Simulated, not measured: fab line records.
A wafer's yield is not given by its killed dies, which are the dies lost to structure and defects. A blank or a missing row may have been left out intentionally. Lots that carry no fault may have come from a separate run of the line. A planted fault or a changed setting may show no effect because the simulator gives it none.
Comparing a struck lot with a sound one + flow nand_harc + 15 steps out of a route of 1159
Sound: the wafers L462.1, L462.2, L462.3. Struck: wafer L468.4 (left out: L468.2, L468.6 of the same lot, which were not struck); the cause appears at the end.
Order at every step that has rows: each side's tool, ch and its chambers, its first start. Under that, the readings that differ: sound wafers + struck wafers + difference of the means + sigmas: that difference in standard deviations of wafers without a fault.
alike: readings whose means differ by less than 2 such deviations, and words and numbers that are the same on both sides. not compared: withheld readings, readings that some wafer has no value for, bounds like >300 that may hide the same value, and numbers for which the record gives no deviation and whose values overlap.
A row with sigmas, a row that says differs or no value, or rows on one side alone: a step with any of these is where the two part. When numbers do not overlap yet have no deviation, they are printed without sigmas and do not part them. A reading that every wafer of one side lacks parts them only if that side has two wafers or more.

first, 2 steps without rows for these wafers: NHARC_A_CONTACT_ETCH_77 (etches the open film in CF4/CHF3, target depth 72.6 nm, time 36.3 s); NHARC_A_CONTACT_ETCH_78 (etches the open film in O2/COS, target depth 2800 nm, time 728 s).
NHARC_A_CONTACT_ETCH_124: etches the open film in C4F8/O2/Ar, time 140 s, target depth 700 nm.
  sound on har_cap_etch-01 ch 0,1, day 20 20:23; struck on har_cap_etch-01 ch 0, day 23 21:13
  alike: run_length_s
  not compared: rf_hours_counter_h
NHARC_A_CONTACT_ETCH_125: etches the open film in C4F8/O2/Ar, time 155 s, target depth 956 nm.
  sound on har_cap_etch-01 ch 0,1, day 20 20:38; struck on har_cap_etch-01 ch 0, day 23 21:23
  not compared: rf_hours_counter_h, run_length_s
then, 6 steps without rows for these wafers: NHARC_A_CONTACT_ETCH_126 (etches the open film in C4F8/O2/Ar, time 155 s, target depth 956 nm); NHARC_A_CONTACT_ETCH_127 (etches the open film in C4F8/O2/Ar, time 155 s, target depth 956 nm); NHARC_A_CONTACT_ETCH_128 (etches the open film in C4F8/O2/Ar, time 155 s, target depth 956 nm); NHARC_A_CONTACT_ETCH_129 (etches the open film in C4F8/O2/Ar, time 155 s, target depth 956 nm); NHARC_A_CONTACT_ETCH_130 (etches the open film in C4F8/O2/Ar, time 155 s, target depth 956 nm); NHARC_A_CONTACT_ETCH_131 (etches the open film in C4F8/O2/Ar, time 155 s, target depth 956 nm).
NHARC_A_CONTACT_ETCH_132: etches the open film in C4F8/O2/Ar, time 156 s, target depth 958 nm.
  sound on har_cap_etch-01 ch 0,1, day 20 21:58; struck on har_cap_etch-01 ch 0, day 23 22:23
  not compared: rf_hours_counter_h, run_length_s
NHARC_A_CONTACT_ETCH_133: etches the open film in C4F8/O2/Ar, time 195 s, target depth 840 nm.
  sound on har_cap_etch-01 ch 0,1, day 20 22:09; struck on har_cap_etch-01 ch 0, day 23 22:33
  alike: run_length_s
  not compared: rf_hours_counter_h
NHARC_A_CONTACT_ETCH_91: etches the open film in CH3F/O2, target depth 40 nm, time 85.7 s.
  sound on rie_diel-06 ch 0,1,2, day 20 22:49; struck on rie_diel-06 ch 0, day 23 23:04
| reading                | sound                | struck | difference | sigmas |
|------------------------|----------------------|--------|------------|--------|
| rf_hours_counter_h (h) | 14 14 14             | 28     | +14        |        |
| run_length_s (s)       | 106.9 106.4 107.6    | 73.8   | -33.2      | -75    |
| throttle_valve_pct (%) | 20.664 20.667 20.654 | 20.679 | +0.017     | +2     |
  alike: drypump_motor_current_A, oes_product_au, rf_vpp_V, showerhead_plenum_p_Torr
NHARC_A_CONTACT_ETCH_97: etches the open film in C4F6/O2, target depth 20 nm, time 10 s.
  sound on rie_diel-06 ch 1,2,3; struck on rie_diel-06 ch 1
| reading                | sound    | struck | difference | sigmas |
|------------------------|----------|--------|------------|--------|
| rf_hours_counter_h (h) | 14 14 14 | 28     | +14        |        |
  alike: drypump_motor_current_A, oes_product_au, rf_vpp_V, run_length_s, showerhead_plenum_p_Torr, throttle_valve_pct
-- jump in the record: it breaks off in module A_CONTACT and resumes in module END (first step shown: number 1159 of the route), and 4 days separate the struck wafers' starts before and after --
NHARC_END_SORT_01:
  sound on prober-01 ch 0, day 25 19:34; struck on prober-02 ch 0, day 28 08:38
  alike: killed_at_array, killed_at_other, killed_at_periphery, killed_dies, killed_open, killed_short

## WHERE THEY PART
Only at NHARC_A_CONTACT_ETCH_91, within this record. Later steps at which nothing parts them and some readings are alike: NHARC_A_CONTACT_ETCH_97, NHARC_END_SORT_01.

WHY: whatever the simulator had introduced
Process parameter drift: rie_diel-06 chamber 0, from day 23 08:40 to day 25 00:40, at NHARC_A_CONTACT_ETCH_91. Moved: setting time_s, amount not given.
